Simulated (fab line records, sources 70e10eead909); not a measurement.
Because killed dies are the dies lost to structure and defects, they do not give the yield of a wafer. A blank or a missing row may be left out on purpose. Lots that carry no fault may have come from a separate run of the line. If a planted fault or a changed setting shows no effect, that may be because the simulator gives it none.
Matching of chambers + flow nandHarc + NHARC_A_BLC_CMP_25 on cmp-03: 4 sister chambers
The step polishes, t overpolish 30 s, target thk 150 nm. 7 wafers are shown with their chamber, then 7 later ones without.

== WAFERS PAIRED WITH THEIR CHAMBERS ==
| wafer  | chamber | motorCurrentA (A) | timeToEndpointS (s) |
|--------|---------|-------------------|---------------------|
| L404.3 | 2       | 12.5              | 33.9                |
| L413.2 | 0       | 11.7              | 34.0                |
| L420.1 | 3       | 13.0              | 33.2                |
| L420.4 | 1       | 13.5              | 33.0                |
| L420.6 | 1       | 13.8              | 32.1                |
| L419.2 | 0       | 12.0              | 31.4                |
| L419.4 | 3       | 13.0              | 28.8                |

== WAFERS MISSING THEIR CHAMBER ==
| wafer  | motorCurrentA (A) | timeToEndpointS (s) |
|--------|-------------------|---------------------|
| L419.5 | 12.7              | 30.1                |
| L425.2 | 12.3              | 30.0                |
| L425.5 | 12.6              | 30.2                |
| L425.6 | 14.4              | 31.1                |
| L426.1 | 13.9              | 29.8                |
| L426.5 | 14.8              | 29.8                |
| L426.6 | 11.6              | 29.0                |

== CHAMBER TAKEN BY EACH ==
| wafer  | from the rows above          | in truth |
|--------|------------------------------|----------|
| L419.5 | can't be placed: 3 or 2      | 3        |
| L425.2 | can't be placed: 2 or 0 or 3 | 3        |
| L425.5 | can't be placed: 2 or 3      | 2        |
| L425.6 | 1                            | 1        |
| L426.1 | 1                            | 1        |
| L426.5 | 1                            | 1        |
| L426.6 | 0                            | 0        |
Placed correctly: 4 of 7. Not placeable from these rows: 3 (in 3, the candidates include the true chamber). Number placed wrongly: 0.
How it was worked out, from the rows above alone: a wafer's distance from a chamber is the root of the sum, over the readings, of the square of ((its reading less the chamber's mean) divided by the reading's scatter). If the next closest chamber is less than 2 further off than the closest, the wafer can't be placed; otherwise it belongs to the closest. For every chamber, the mean is computed from those of its wafers that are shown. The scatter: take each reading less its chamber's mean, square it, sum over the shown wafers, divide by the number of wafers less the number of chambers, and take the root.
